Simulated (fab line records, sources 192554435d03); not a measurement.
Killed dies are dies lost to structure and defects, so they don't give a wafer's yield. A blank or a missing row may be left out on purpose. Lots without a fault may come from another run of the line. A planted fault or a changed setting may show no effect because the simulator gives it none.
Chamber matching | flow n5_finfet | N5_FIN_SAQP_PECVD_06 on pecvd-03: 3 sister chambers
The step deposits a-Si from SiH4/He, target thk 60 nm, time 48.1 s. 3 wafers are shown with their chamber, then 8 later ones without.

WAFERS WITH THEIR CHAMBER
wafer  | chamber | throttle_valve_pct (%)
L085.2 | 0       | 18.0
L085.6 | 1       | 19.6
L094.2 | 2       | 17.5

WAFERS WITHOUT THEIR CHAMBER
wafer  | throttle_valve_pct (%)
L094.3 | 18.1
L094.4 | 17.5
L095.3 | 17.4
L095.4 | 17.6
L095.5 | 19.3
L096.2 | 17.3
L096.3 | 19.5
L096.5 | 18.0

WHICH CHAMBER EACH WENT THROUGH
wafer  | from the rows above | in truth
L094.3 | 0                   | 0
L094.4 | 2                   | 2
L095.3 | 2                   | 2
L095.4 | 2                   | 2
L095.5 | 1                   | 1
L096.2 | 2                   | 2
L096.3 | 1                   | 1
L096.5 | 0                   | 0
Placed correctly: 8 of 8. Can't be placed from these rows: 0. Placed wrongly: 0.
How it was worked out, from the rows above alone: a wafer's distance from a chamber is the root of the sum, over the readings, of the square of ((its reading less the chamber's mean) divided by the reading's scatter). The wafer belongs to the nearest chamber; if the next one is less than 2 further off, it can't be placed. A chamber's mean is the mean of its shown wafers. The scatter: with one shown wafer a chamber, the root of the mean of the squares of how far each hidden wafer lies from its nearest shown one.
